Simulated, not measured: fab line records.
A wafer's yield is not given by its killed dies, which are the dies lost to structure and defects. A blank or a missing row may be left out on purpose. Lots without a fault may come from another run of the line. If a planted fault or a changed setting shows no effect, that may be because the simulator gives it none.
The tool behind it: which one? / flow n5-finfet / 12 lots, 36 wafers sampled, at 1 step of a route of 1938

## WHAT THE GAUGES SHOWED, per wafer
N5_BEOL_M3_CD_MEAS_35: target cd 18 nm, target cd y 21 nm.
lot=L075; measured=day 7 16:46; on=cd-sem-01; cd-nm (nm)=18.2 18.3 17.7
lot=L078; measured=day 8 22:08; on=cd-sem-03; cd-nm (nm)=18.4 18.0 18.4
lot=L079; measured=day 10 02:16; on=cd-sem-01; cd-nm (nm)=17.6 17.8 17.4
lot=L081; measured=day 10 05:16; on=cd-sem-02; cd-nm (nm)=18.4 18.5 18.2
lot=L083; measured=day 10 13:22; on=cd-sem-01; cd-nm (nm)=17.5 17.9 17.6
lot=L087; measured=day 11 00:44; on=cd-sem-01; cd-nm (nm)=18.0 18.9 18.4
lot=L086; measured=day 12 00:17; on=cd-sem-02; cd-nm (nm)=18.4 17.7 18.1
lot=L088; measured=day 12 04:02; on=cd-sem-03; cd-nm (nm)=18.0 17.8 17.5
lot=L092; measured=day 12 12:26; on=cd-sem-02; cd-nm (nm)=18.7 18.8 18.4
lot=L093; measured=day 12 19:33; on=cd-sem-02; cd-nm (nm)=17.7 18.1 17.7
lot=L094; measured=day 13 17:24; on=cd-sem-02; cd-nm (nm)=17.7 17.8 17.4
lot=L097; measured=day 14 07:58; on=cd-sem-01; cd-nm (nm)=18.2 17.6 18.1

## EACH LOT AND THE TOOL THAT RAN IT (in order: tool; ch and the chambers of the sampled wafers; start)
The record shows no process step preceding these readings.

## THE ANSWER, worked out from the rows above alone
Rule: usual is defined by the lots themselves. Put in order of their means at a reading, lots are off if they are a third of the lots or fewer, leave a main group of 4 or more, and stand apart from it by a gap of 3 or more times the standard deviation of the main group's means; of several such gaps the widest counts. If all means in a main group match to the digits the tables above print for the reading, that group is not used. A lot without any number at a reading at which 4 lots or more have one is off too. Any other lot the step has rows for is counted as sound.
Across all readings shown, no lot is off: no conclusion can be drawn from this.

## WHAT HAD BEEN PUT IN BY THE SIMULATOR
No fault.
